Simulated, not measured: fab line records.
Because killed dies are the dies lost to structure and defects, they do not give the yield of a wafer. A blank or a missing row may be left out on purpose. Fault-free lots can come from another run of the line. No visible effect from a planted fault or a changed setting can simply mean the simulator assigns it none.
Tool commonality check | flow nand-harc | Lots sampled 11, wafers sampled 33

## WHY IT WAS OPENED
Flagged at NHARC_P_GATE_CD_MEAS_46: reading cd-nm, on 2 of 11 lots. No-fault wafers: 720.3 nm, standard deviation 1.3.
Rule: flag the lot when none of its wafers has a number, or when each of its wafers that has one lies beyond 4 standard deviations from that mean. The other lots count as sound.

lot  | measured     | on        | cd-nm (nm), wafer by wafer | flag
L638 | day 6 06:06  | cd-sem-02 | 718.8 718.9 720.3          |
L640 | day 7 07:09  | cd-sem-01 | 716.9 720.0 717.5          |
L643 | day 8 10:16  | cd-sem-02 | 721.8 720.4 721.5          |
L647 | day 10 02:54 | cd-sem-02 | 718.2 718.2 718.5          |
L648 | day 10 09:09 | cd-sem-02 | 730.6 729.6 730.5          | FLAGGED
L649 | day 10 20:57 | cd-sem-02 | 727.5 729.6 729.4          | FLAGGED
L650 | day 11 16:10 | cd-sem-02 | 722.6 721.8 723.6          |
L655 | day 13 15:41 | cd-sem-02 | 721.1 721.5 722.2          |
L657 | day 14 10:23 | cd-sem-02 | 720.5 719.3 719.5          |
L658 | day 14 15:19 | cd-sem-01 | 719.0 719.6 720.7          |
L659 | day 15 00:29 | cd-sem-02 | 719.7 719.4 718.9          |
Average over the flagged lots: 729.5 nm; offset from the usual +9.2 nm, equal to +7 standard deviations.

## TOOL THAT RAN EACH LOT
Before the reading, the record contains 3 process steps out of a 1302-step route. Every cell lists first the tool, next ch and the chambers used by the sampled wafers, and last the start.
lot  | flag    | NHARC_P_GATE_HM_OPEN_105                      | NHARC_P_GATE_ETCH_32             | NHARC_P_GATE_PEB_44
L638 |         | rie-diel-03 ch 0,2,3, day 5 18:52 or earlier  | rie-si-03 ch 0,3, day 5 18:52    | litho-track-03 ch 0, day 6 06:01
L640 |         | rie-diel-06 ch 1,3, day 6 19:53 or earlier    | rie-si-03 ch 0,1,2, day 6 19:53  | litho-track-03 ch 0, day 7 07:04
L643 |         | rie-diel-03 ch 0,1,3, day 7 23:03 or earlier  | rie-si-03 ch 0,1,3, day 7 23:03  | litho-track-02 ch 0, day 8 10:10
L647 |         | rie-diel-06 ch 0,3, day 9 13:28 or earlier    | rie-si-01 ch 0,1,3, day 9 13:28  | litho-track-03 ch 0, day 10 02:49
L648 | FLAGGED | rie-diel-06 ch 0,2, day 9 21:46 or earlier    | rie-si-03 ch 1,3, day 9 21:46    | litho-track-03 ch 0, day 10 09:04
L649 | FLAGGED | rie-diel-03 ch 1,2,3, day 10 09:31 or earlier | rie-si-06 ch 0,3, day 10 09:31   | litho-track-03 ch 0, day 10 20:52
L650 |         | rie-diel-03 ch 0,1,2, day 11 04:46 or earlier | rie-si-01 ch 0,1,2, day 11 04:46 | litho-track-02 ch 0, day 11 16:04
L655 |         | rie-diel-03 ch 0,1, day 13 04:29 or earlier   | rie-si-03 ch 0,2,3, day 13 04:29 | litho-track-02 ch 0, day 13 15:36
L657 |         | rie-diel-03 ch 0,1, day 13 23:14 or earlier   | rie-si-06 ch 0,2,3, day 13 23:14 | litho-track-05 ch 0, day 14 10:18
L658 |         | rie-diel-03 ch 2,3, day 14 03:58 or earlier   | rie-si-03 ch 1,2, day 14 03:58   | litho-track-03 ch 0, day 14 15:13
L659 |         | rie-diel-03 ch 1,3, day 14 13:11 or earlier   | rie-si-03 ch 1,2,3, day 14 13:11 | litho-track-03 ch 0, day 15 00:23
These steps, and what they do:
- NHARC_P_GATE_HM_OPEN_105: chemistry O2/COS, target depth 360 nm.
- NHARC_P_GATE_ETCH_32: etches the open film in HBr/Cl2, target depth 150 nm, time 100.1 s.
- NHARC_P_GATE_PEB_44: peb time 85 s.
- NHARC_P_GATE_CD_MEAS_46: target cd 720 nm.

## FLAGGED AGAINST TOTAL, ONE TOOL AT A TIME (gauges that did the reading follow at the end)
step                     | tool           | lots run | flagged | share of the flagged lots | sound lots run after its first flagged lot
NHARC_P_GATE_HM_OPEN_105 | rie-diel-03    | 8        | 1       | some                      | 5 (L650,L655,L657,L658,L659)
NHARC_P_GATE_HM_OPEN_105 | rie-diel-06    | 3        | 1       | some                      | 0
NHARC_P_GATE_ETCH_32     | rie-si-01      | 2        | 0       | none                      | -
NHARC_P_GATE_ETCH_32     | rie-si-03      | 7        | 1       | some                      | 3 (L655,L658,L659)
NHARC_P_GATE_ETCH_32     | rie-si-06      | 2        | 1       | some                      | 1 (L657)
NHARC_P_GATE_PEB_44      | litho-track-02 | 3        | 0       | none                      | -
NHARC_P_GATE_PEB_44      | litho-track-03 | 7        | 2       | all                       | 2 (L658,L659)
NHARC_P_GATE_PEB_44      | litho-track-05 | 1        | 0       | none                      | -
NHARC_P_GATE_CD_MEAS_46  | cd-sem-01      | 2        | 0       | none                      | -
NHARC_P_GATE_CD_MEAS_46  | cd-sem-02      | 9        | 2       | all                       | 4 (L650,L655,L657,L659)
NHARC_P_GATE_HM_OPEN_105: start missing for some lots; hours and lot order therefore follow NHARC_P_GATE_ETCH_32.

## THE TABLE: WHAT IT ALLOWS
Table rows that saw every flagged lot: 2, namely litho-track-03 at NHARC_P_GATE_PEB_44 and cd-sem-02 at NHARC_P_GATE_CD_MEAS_46.
- litho-track-03 at NHARC_P_GATE_PEB_44 ran 7 lots, 2 of them flagged. Sound lots followed the first flagged one (L658, L659) on it, something a lasting fault affecting the whole tool could not allow. Its own readings (heater-power-total-W, plate-temp-C) fall more than 4 standard deviations out on all wafers of the flagged lots.
- cd-sem-02 at NHARC_P_GATE_CD_MEAS_46 ran 9 lots, 2 of them flagged. Sound lots followed the first flagged one (L650, L655, L657, L659) on it, something a lasting fault affecting the whole tool could not allow.
There is no row in the table that ran each flagged lot and no sound lot after the first.

## WHAT THE SIMULATOR PUT IN
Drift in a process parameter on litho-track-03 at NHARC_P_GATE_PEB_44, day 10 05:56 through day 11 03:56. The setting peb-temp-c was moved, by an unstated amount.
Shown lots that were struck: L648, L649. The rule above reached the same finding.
